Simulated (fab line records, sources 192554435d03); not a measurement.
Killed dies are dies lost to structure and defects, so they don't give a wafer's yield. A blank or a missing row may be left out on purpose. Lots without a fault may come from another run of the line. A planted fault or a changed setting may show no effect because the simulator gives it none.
Chamber matching | flow n5_finfet | N5_SD_EPI_P_ETCH_16 on rie_diel-01: 4 sister chambers
The step etches SiO2 in CHF3/O2, target depth 5 nm. 8 wafers are shown with their chamber, then 8 later ones without.

WAFERS WITH THEIR CHAMBER
wafer  | chamber | showerhead_plenum_p_Torr (Torr) | rf_vpp_V (V)
L079.3 | 0       | 2.52                            | 511
L082.1 | 1       | 2.37                            | 490
L082.2 | 0       | 2.51                            | 511
L082.3 | 3       | 2.37                            | 521
L084.2 | 3       | 2.37                            | 519
L084.3 | 2       | 2.44                            | 539
L084.5 | 1       | 2.37                            | 490
L087.1 | 2       | 2.44                            | 536

WAFERS WITHOUT THEIR CHAMBER
wafer  | showerhead_plenum_p_Torr (Torr) | rf_vpp_V (V)
L087.3 | 2.37                            | 489
L087.6 | 2.44                            | 538
L088.1 | 2.44                            | 538
L088.3 | 2.37                            | 489
L088.5 | 2.44                            | 536
L091.2 | 2.51                            | 512
L091.3 | 2.43                            | 536
L091.4 | 2.37                            | 488

WHICH CHAMBER EACH WENT THROUGH
wafer  | from the rows above | in truth
L087.3 | 1                   | 1
L087.6 | 2                   | 2
L088.1 | 2                   | 2
L088.3 | 1                   | 1
L088.5 | 2                   | 2
L091.2 | 0                   | 0
L091.3 | 2                   | 2
L091.4 | 1                   | 1
Placed correctly: 8 of 8. Can't be placed from these rows: 0. Placed wrongly: 0.
How it was worked out, from the rows above alone: a wafer's distance from a chamber is the root of the sum, over the readings, of the square of ((its reading less the chamber's mean) divided by the reading's scatter). The wafer belongs to the nearest chamber; if the next one is less than 2 further off, it can't be placed. A chamber's mean is the mean of its shown wafers. The scatter: the root of (the sum of the squares of (reading less its chamber's mean) over the shown wafers, divided by (wafers less chambers)).
